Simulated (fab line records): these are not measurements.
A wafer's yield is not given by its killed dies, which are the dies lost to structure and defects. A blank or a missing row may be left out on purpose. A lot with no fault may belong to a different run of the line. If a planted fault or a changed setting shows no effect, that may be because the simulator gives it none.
Split-lot study ; flow n5Finfet ; 7 lots, 21 wafers read, on a route of 1938 steps

## ABOUT THE SPLIT
At N5_BEOL_M12_COAT_22 (resist thk 300 nm), the setting spinRpm was moved away from the recipe's 2888 rpm on 5 of the 21 wafers read, by -10.2% to -3.5%. For the rest of the wafers, this setting stayed at what the recipe calls for.

## FROM THE SPLIT TO THE READING: what the file shows between them, 3 steps
- N5_BEOL_M12_EBR_24
- N5_BEOL_M12_SOFTBAKE_23: time 60 s
- N5_BEOL_M12_DESCUM_33: chemistry O2, time 7.9 s

## THE READING
coat_of_BEOL_M12_COAT_22.thkNm (the simulator's own value, which no gauge read), in nm, at N5_BEOL_M12_ETCH_67 (etches SiARC in CF4, target depth 143 nm, time 238.3 s). The file does not state a usual value for it. Here, 16 wafers ran the recipe; their average is 210.3 nm with a standard deviation of 1.5 nm.

wafer;tool, chamber at the split;spinRpm as run, rpm;against the recipe;coat_of_BEOL_M12_COAT_22.thkNm, nm;against lot-mates on the recipe
L076.2;lithoTrack-03, 0;2888;recipe;211;-
L076.4;lithoTrack-03, 0;2888;recipe;209;-
L076.5;lithoTrack-03, 0;2888;recipe;210.8;-
L086.1;lithoTrack-05, 0;2888;recipe;210;-
L086.5;lithoTrack-05, 0;2692;-6.8%;220.6;+10.6
L086.6;lithoTrack-05, 0;2692;-6.8%;217.2;+7.2
L085.1;lithoTrack-05, 0;2888;recipe;212.2;-
L085.2;lithoTrack-05, 0;2888;recipe;212;-
L085.4;lithoTrack-05, 0;2888;recipe;212.2;-
L087.1;lithoTrack-04, 0;2888;recipe;211.4;-
L087.4;lithoTrack-04, 0;2888;recipe;209.4;-
L087.6;lithoTrack-04, 0;2774;-3.9%;217;+6.6
L091.2;lithoTrack-03, 0;2787;-3.5%;216.8;+5.7
L091.3;lithoTrack-03, 0;2888;recipe;210.4;-
L091.4;lithoTrack-03, 0;2888;recipe;211.8;-
L095.1;lithoTrack-05, 0;2888;recipe;209.4;-
L095.3;lithoTrack-05, 0;2594;-10.2%;227.2;+17.7
L095.4;lithoTrack-05, 0;2888;recipe;209.6;-
L096.2;lithoTrack-03, 0;2888;recipe;207;-
L096.3;lithoTrack-03, 0;2888;recipe;210.8;-
L096.5;lithoTrack-03, 0;2888;recipe;207.6;-

THE FIT
A straight line over all 21 wafers: coat_of_BEOL_M12_COAT_22.thkNm changes by -1.51 nm for each +1% of spinRpm; r = -0.94; the points scatter about the line by 1.7 nm.
The same after taking each lot's own level away (the mean of its wafers on the recipe; 21 wafers): -1.56 nm for each +1%; r = -0.97; scatter 1.2 nm.
The reading moves by 16 nm for the largest change in spinRpm, on that fit.
The lots' own levels span 208.47 to 212.13 nm, that is 2.4 times the standard deviation above.
So the lot-to-lot level changes the slope little: the two slopes agree.
Check: for one of the wafers moved furthest among these (-10.2%), held out of the fit, the line's prediction against its lot-mates is +14.1 nm. Against them it came out at +17.7 nm.

## OTHER SPLITS ON THESE WAFERS
Other splits were also applied to these wafers ahead of the reading. Each is held against what the fit with the lots' levels taken away leaves over:
other split on the same wafers;wafers away from the commonest value;r with coat_of_BEOL_M12_COAT_22.thkNm (lot level and that fit taken away)
N5_BEOL_M7_EXPOSE_25 doseMj;6;+0.56
N5_BEOL_M9_ILD_DEP_00 timeS;6;+0.27
N5_BEOL_M9_DEP_56 timeS;5;-0.19
N5_BEOL_M12_COAT_66 spinRpm;5;+0.77

## THE WHOLE CHAIN: every reading that the file lists as answering this split, in the file's order
step;what it does;reading;change (the file's fit);r (the file's)
N5_BEOL_M12_COAT_22;resist thk 300 nm;coat_of_BEOL_M12_COAT_22.thkNm (the simulator's own value, which no gauge read);-1.67 nm for each +1% of the setting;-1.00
N5_BEOL_M12_ETCH_67;etches SiARC in CF4, target depth 143 nm, time 238.3 s;coat_of_BEOL_M12_COAT_22.thkNm (the simulator's own value, which no gauge read);-1.61 nm for each +1% of the setting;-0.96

## FILE'S OWN FIT
coat_of_BEOL_M12_COAT_22.thkNm changes by -1.61 nm for each +1% of spinRpm, r = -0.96.
